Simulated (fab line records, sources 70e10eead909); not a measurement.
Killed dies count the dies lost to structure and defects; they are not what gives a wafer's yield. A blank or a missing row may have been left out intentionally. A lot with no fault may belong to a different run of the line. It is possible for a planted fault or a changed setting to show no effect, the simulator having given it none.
A lot that was struck, set against a sound lot ; flow nandHarc ; 15 out of 1302 route steps
Sound: wafers L798.1, L798.3, L798.4. Struck: wafers L792.1, L792.3. (L792.6 of the same lot was not struck and is left out.) The cause comes at the end.
For every step that has rows: the tool of each side, followed by ch and its chambers, followed by its first start. Under that, the readings that differ: sound wafers ; struck wafers ; difference of the means ; sigmas: that difference in standard deviations of wafers without a fault.
alike: readings whose means differ by less than 2 such deviations, and words and numbers that are the same on both sides. not compared: withheld readings, readings that some wafer has no value for, bounds like >300 that may hide the same value, and numbers for which the record gives no deviation and whose values overlap.
A row with sigmas, a row that says differs or no value, or rows on one side alone: a step with any of these is where the two part. Numbers that have no deviation but don't overlap get no sigmas and don't part them. A reading that every wafer of one side lacks parts them only if that side has two wafers or more.

NHARC_A_DECK1_JOINT_INSPECT_05:
  sound on defectInspect-01 at day 18 15:47; struck on defectInspect-02 at day 16 03:44
  alike: rawDefectCount
then NHARC_A_ONON_D2_DEP_00 (target thk 1000 nm), 1 step lacking rows for these wafers.
NHARC_A_ONON_D2_THK_MEAS_02: measures by ellipsometry.
  sound on filmMetro-01 at day 18 16:22; struck on filmMetro-01 at day 16 04:19
  alike: thkNm
then NHARC_A_ONON_D2_DEP_03 (target thk 1000 nm), 1 step lacking rows for these wafers.
NHARC_A_ONON_D2_THK_MEAS_05: measures by ellipsometry.
  sound on filmMetro-02 at day 18 16:56; struck on filmMetro-01 at day 16 04:53
  alike: thkNm
then NHARC_A_ONON_D2_DEP_06 (target thk 1000 nm), 1 step lacking rows for these wafers.
NHARC_A_ONON_D2_THK_MEAS_08: measures by ellipsometry.
  sound on filmMetro-02 at day 18 17:29; struck on filmMetro-01 at day 16 05:26
  alike: thkNm
then NHARC_A_ONON_D2_DEP_09 (target thk 1000 nm), 1 step lacking rows for these wafers.
NHARC_A_ONON_D2_THK_MEAS_11: measures by ellipsometry.
  sound on filmMetro-01 at day 18 18:03; struck on filmMetro-01 at day 16 06:01
  alike: thkNm
then NHARC_A_ONON_D2_DEP_12 (target thk 1000 nm), 1 step lacking rows for these wafers.
NHARC_A_ONON_D2_THK_MEAS_14: measures by ellipsometry.
  sound on filmMetro-01 at day 18 18:37; struck on filmMetro-02 at day 16 06:34
reading;sound;struck;difference;sigmas
thkNm (nm);1012 1012 1011;993 992;-19;-2
then, 1 step without rows for these wafers: NHARC_A_ONON_D2_ANNEAL_15 (time 3600 s).
NHARC_A_ONON_D2_DEP_16: target thk 1000 nm.
  sound on pecvdOnon-04 ch 0, day 19 01:28; struck on pecvdOnon-04 ch 0, day 16 13:25
NHARC_A_ONON_D2_THK_MEAS_18: measures by ellipsometry.
  sound on filmMetro-01 at day 19 01:58; struck on filmMetro-02 at day 16 13:56
reading;sound;struck;difference;sigmas
thkNm (nm);1004 1003 1004;863 862;-141;-17
then NHARC_A_ONON_D2_DEP_19 (target thk 1000 nm), 1 step lacking rows for these wafers.

== WHERE THEY PART ==
Earliest at NHARC_A_ONON_D2_THK_MEAS_14; latest, in this record, at NHARC_A_ONON_D2_THK_MEAS_18.

WHY: whatever the simulator had introduced
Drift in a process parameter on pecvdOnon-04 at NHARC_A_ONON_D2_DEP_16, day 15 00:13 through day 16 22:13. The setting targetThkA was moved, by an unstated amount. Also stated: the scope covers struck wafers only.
